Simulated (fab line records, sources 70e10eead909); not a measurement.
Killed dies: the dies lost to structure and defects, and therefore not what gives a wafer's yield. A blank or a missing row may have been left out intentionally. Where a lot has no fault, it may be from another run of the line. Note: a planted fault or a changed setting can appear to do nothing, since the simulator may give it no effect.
Chamber matching | flow nand harc | 3 sister chambers for NHARC_P_CONTACT_DEP_30 on pecvd-02
The step deposits SiNx, target thk 30 nm. 3 wafers are shown with their chamber, then 7 later ones without.

== WAFERS, EACH WITH ITS CHAMBER ==
wafer  | chamber | heater power w (W)
L877.1 | 2       | 833
L881.1 | 1       | 880
L881.3 | 0       | 704

== WAFERS WITHOUT THEIR CHAMBER ==
wafer  | heater power w (W)
L881.5 | 694
L882.2 | 738
L882.3 | 729
L882.5 | 739
L894.2 | 853
L894.3 | 681
L894.5 | 698

== CHAMBER TAKEN BY EACH ==
wafer  | from the rows above     | in truth
L881.5 | 0                       | 0
L882.2 | 0                       | 0
L882.3 | 0                       | 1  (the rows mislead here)
L882.5 | 0                       | 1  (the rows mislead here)
L894.2 | can't be placed: 2 or 1 | 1
L894.3 | 0                       | 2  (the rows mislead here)
L894.5 | 0                       | 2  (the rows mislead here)
Placed correctly: 2 of 7. From these rows, 1 cannot be placed; in 1 the true chamber is one of the candidates. Number placed wrongly: 4.
How it was worked out, from the rows above alone: a wafer's distance from a chamber is the root of the sum, over the readings, of the square of ((its reading less the chamber's mean) divided by the reading's scatter). If the next closest chamber is less than 2 further off than the closest, the wafer can't be placed; otherwise it belongs to the closest. A chamber's mean is the mean of its shown wafers. The scatter: with one shown wafer a chamber, the root of the mean of the squares of how far each hidden wafer lies from its nearest shown one.
